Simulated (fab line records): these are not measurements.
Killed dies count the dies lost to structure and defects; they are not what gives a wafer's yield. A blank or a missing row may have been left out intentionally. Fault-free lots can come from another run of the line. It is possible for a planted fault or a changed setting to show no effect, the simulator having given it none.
Tool commonality check | flow nandHarc | 1 lot, 3 wafers sampled

THE REASON FOR OPENING IT
At NHARC_END_SORT_01 the reading killedAtPeriphery is flagged on 1 of 1 lot. Fault-free wafers read 4.3, with a standard deviation of 2.8.
Rule: flag the lot when none of its wafers has a number, or when each of its wafers that has one lies beyond 4 standard deviations from that mean. As for the other lots, they are considered sound.

lot  | measured     | on        | killedAtPeriphery, wafer by wafer | flag
L704 | day 26 12:28 | prober-02 | 626 620 631                       | FLAGGED
On average the flagged lots read 625.7, which is +621.4 against the usual, or +99 or more standard deviations.

LOT BY LOT: THE TOOL USED
4 process steps preceding the reading are held in the record, out of 1302 steps in the route. Every cell lists first the tool, next ch and the chambers used by the sampled wafers, and last the start.
lot  | flag    | NHARC_P_ZERO_WELL_EXPOSE_21     | NHARC_P_ZERO_WELL_RTA_42       | NHARC_P_STI_CMP_21 | NHARC_P_GATE_ALD_36
L704 | FLAGGED | krfScanner-02 ch 0, day 4 10:26 | rtpAnneal-02 ch 0, day 4 15:00 | no row             | no row
What these steps do:
- NHARC_P_ZERO_WELL_EXPOSE_21: exposes mask P NWELL, target cd 720 nm.
- NHARC_P_ZERO_WELL_RTA_42: time 300 s.
- NHARC_P_STI_CMP_21: polishes, t overpolish 20 s, target thk 380.67 nm.
- NHARC_P_GATE_ALD_36: deposits SiNx, target thk 20 nm, pulse time 60 s, ald cycles 223.
- NHARC_END_SORT_01

FLAGGED OVER TOTAL, TOOL BY TOOL (the gauges that took the reading come last)
step                        | tool          | lots run | flagged | share of the flagged lots | sound lots run after its first flagged lot
NHARC_P_ZERO_WELL_EXPOSE_21 | krfScanner-02 | 1        | 1       | all                       | 0
NHARC_P_ZERO_WELL_RTA_42    | rtpAnneal-02  | 1        | 1       | all                       | 0
NHARC_END_SORT_01           | prober-02     | 1        | 1       | all                       | 0

WHAT THE TABLE PERMITS
Rows of the table that ran every flagged lot, 3 in all: krfScanner-02 at NHARC_P_ZERO_WELL_EXPOSE_21, rtpAnneal-02 at NHARC_P_ZERO_WELL_RTA_42, prober-02 at NHARC_END_SORT_01.
- krfScanner-02 at NHARC_P_ZERO_WELL_EXPOSE_21: 1 of its 1 lot flagged. No sound lot ran on it before its first flagged lot in this sample; the start therefore can't be narrowed down.
- rtpAnneal-02 at NHARC_P_ZERO_WELL_RTA_42: 1 of its 1 lot flagged. No sound lot ran on it before its first flagged lot in this sample; the start therefore can't be narrowed down.
- prober-02 at NHARC_END_SORT_01: 1 of its 1 lot flagged. No sound lot ran on it before its first flagged lot in this sample; the start therefore can't be narrowed down.
A lot count leaves these 3 tools indistinguishable: every one of them fits a fault beginning at some hour. More lots, or a look at what each step does to the wafer, might.

WHAT THE SIMULATOR PUT IN
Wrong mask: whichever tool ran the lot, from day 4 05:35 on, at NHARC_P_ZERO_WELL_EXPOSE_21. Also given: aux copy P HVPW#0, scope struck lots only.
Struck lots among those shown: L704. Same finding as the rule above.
